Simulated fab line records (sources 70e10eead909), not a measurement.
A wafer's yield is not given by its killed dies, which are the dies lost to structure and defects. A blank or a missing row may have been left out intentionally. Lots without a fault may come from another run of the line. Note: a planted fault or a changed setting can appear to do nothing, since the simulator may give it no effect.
Which tool did it? ; flow nand harc ; 15 lots with 42 wafers sampled at 2 steps, on a route of 1302 steps

== WHAT THE GAUGES SHOWED, per wafer ==
NHARC_A_SGD_CUT_THK_MEAS_22: measures by ellipsometry. Usual: thk nm reads 148.2 nm (standard deviation 1.3).
lot;measured;on;thk nm (nm);flag
L748;day 19 21:49;film metro-02;148.5 150.6 149.7;
L749;day 20 12:44;film metro-02;148.9 146.9 147.3;
L750;day 20 12:44;film metro-01;149.9 148.8 147.8;
L751;day 21 06:32;film metro-01;149.2 150.1 147.4;
L752;day 21 18:23;film metro-02;148.4 149.6 146.2;
L754;day 23 00:41;film metro-01;148.7 148.6;
L757;day 23 11:17;film metro-02;148.3 149.8;
L759;day 24 00:52;film metro-02;146.0 149.2;
L764;day 26 09:58;film metro-02;148.3 145.2 147.2;
L763;day 26 09:58;film metro-01;148.0 150.2 149.0;
L765;day 26 18:59;film metro-02;148.0 145.2 146.7;
L766;day 27 14:19;film metro-02;147.4 148.1 147.4;
L767;day 27 14:19;film metro-02;148.3 149.7 148.9;
L768;day 28 02:47;film metro-02;146.7 148.5 148.1;
L770;day 29 03:59;film metro-01;148.4 146.3 145.8;

NHARC_A_SLIT_CD_MEAS_09: target cd 300 nm. Usual: cd nm reads 300.1 nm (standard deviation 0.61).
lot;measured;on;cd nm (nm);flag
L748;day 20 08:49;cd sem-02;300.3 300.4 299.7;
L749;day 20 19:48;cd sem-02;299.7 300.5 299.7;
L750;day 20 20:17;cd sem-01;299.7 300.7 300.0;
L751;day 21 11:58;cd sem-03;300.7 300.7 300.7;
L752;day 22 01:38;cd sem-01;300.8 300.1 300.2;
L754;day 23 08:02;cd sem-03;300.4 299.7;
L757;day 23 16:34;cd sem-03;299.5 299.0;
L759;day 24 07:41;cd sem-02;299.7 299.9;
L764;day 26 16:49;cd sem-03;300.1 300.0 300.7;
L763;day 26 16:11;cd sem-01;299.5 299.1 300.6;
L765;day 27 03:58;cd sem-03;300.5 301.0 299.2;
L766;day 27 19:38;cd sem-02;299.6 299.2 299.7;
L767;day 27 19:48;cd sem-01;300.6 299.8 300.3;
L768;day 28 11:33;cd sem-03;300.9 300.6 301.1;
L770;day 29 14:28;cd sem-02;300.1 300.4 300.6;

== WHAT TOOL EACH LOT RAN ON (gives the tool, then ch and the chambers of the sampled wafers, and finally the start) ==
The record holds no process step before these readings.

== AS READ BY THE TOOLS THEMSELVES (means over the sampled wafers that have a number; for cases with no such wafer, the mark the record gives instead) ==
The record holds no such reading with a usual standard deviation.

== THE ANSWER, worked out from the rows above alone ==
Rule: lot off if the mean of its wafers having a number is beyond 3 standard deviations from the usual mean. A lot without any number at a reading at which 4 lots or more have one is off too. All remaining lots with rows at the step are treated as sound. The gauges are gone through in route order, then the tools' own readings, and for those a lot's mean is taken as printed above. The first step at which some lot is off is used, and at that step the reading that is off furthest; a lot without a number counts as furthest.
No lot is off at any reading shown: from this, nothing can be told.

== WHAT THE SIMULATOR HAD PUT IN ==
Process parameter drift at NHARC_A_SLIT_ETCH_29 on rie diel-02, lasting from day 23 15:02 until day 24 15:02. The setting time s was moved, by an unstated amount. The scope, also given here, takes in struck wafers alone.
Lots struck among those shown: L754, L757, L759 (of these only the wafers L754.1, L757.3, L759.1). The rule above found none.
